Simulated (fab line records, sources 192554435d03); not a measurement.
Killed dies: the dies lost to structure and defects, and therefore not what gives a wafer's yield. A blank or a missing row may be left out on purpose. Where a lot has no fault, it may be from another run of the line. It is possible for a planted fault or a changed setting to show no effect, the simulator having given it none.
Matching of chambers || flow n5 finfet || N5_BEOL_M2_ALD_98 on ald sin-02 has 4 sister chambers
The step deposits SiO2, target thk 2.5 nm, pulse time 1 s, co reactant pulse time 1 s. 7 wafers are shown with their chamber, then 8 later ones without.

WAFERS PAIRED WITH THEIR CHAMBERS
{"wafer": "L082.4", "chamber": 2, "heater power w (W)": 82, "precursor pulse height rel": 1.014}
{"wafer": "L083.2", "chamber": 2, "heater power w (W)": 84, "precursor pulse height rel": 0.994}
{"wafer": "L083.4", "chamber": 0, "heater power w (W)": 67, "precursor pulse height rel": 0.992}
{"wafer": "L089.1", "chamber": 1, "heater power w (W)": 78, "precursor pulse height rel": 1.043}
{"wafer": "L089.5", "chamber": 1, "heater power w (W)": 79, "precursor pulse height rel": 0.993}
{"wafer": "L089.6", "chamber": 0, "heater power w (W)": 68, "precursor pulse height rel": 0.995}
{"wafer": "L090.3", "chamber": 3, "heater power w (W)": 80, "precursor pulse height rel": 0.931}

WAFERS WITH NO CHAMBER GIVEN
{"wafer": "L090.4", "heater power w (W)": 78, "precursor pulse height rel": 1.035}
{"wafer": "L090.6", "heater power w (W)": 66, "precursor pulse height rel": 0.973}
{"wafer": "L091.1", "heater power w (W)": 81, "precursor pulse height rel": 0.989}
{"wafer": "L091.5", "heater power w (W)": 80, "precursor pulse height rel": 0.985}
{"wafer": "L091.6", "heater power w (W)": 79, "precursor pulse height rel": 1.030}
{"wafer": "L094.2", "heater power w (W)": 81, "precursor pulse height rel": 0.980}
{"wafer": "L094.4", "heater power w (W)": 69, "precursor pulse height rel": 1.004}
{"wafer": "L094.5", "heater power w (W)": 80, "precursor pulse height rel": 0.974}

THE CHAMBER EACH PASSED THROUGH
{"wafer": "L090.4", "from the rows above": 1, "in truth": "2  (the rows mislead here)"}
{"wafer": "L090.6", "from the rows above": 0, "in truth": 0}
{"wafer": "L091.1", "from the rows above": "can't be placed: 2 or 3 or 1", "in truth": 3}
{"wafer": "L091.5", "from the rows above": "can't be placed: 1 or 3 or 2", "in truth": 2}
{"wafer": "L091.6", "from the rows above": 1, "in truth": 1}
{"wafer": "L094.2", "from the rows above": "can't be placed: 2 or 3 or 1", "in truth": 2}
{"wafer": "L094.4", "from the rows above": 0, "in truth": 0}
{"wafer": "L094.5", "from the rows above": "can't be placed: 3 or 1 or 2", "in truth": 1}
Correct placement for 3 of the 8. Not placeable from these rows: 4 (in 4, the candidates include the true chamber). Placed wrongly: 1.
How it was worked out, from the rows above alone: a wafer's distance from a chamber is the root of the sum, over the readings, of the square of ((its reading less the chamber's mean) divided by the reading's scatter). If the next closest chamber is less than 2 further off than the closest, the wafer can't be placed; otherwise it belongs to the closest. A chamber's mean is the mean of its shown wafers. How the scatter is found: for the shown wafers, subtract from each reading the mean of its chamber, square and add these, divide the total by (wafers less chambers), then take the root.
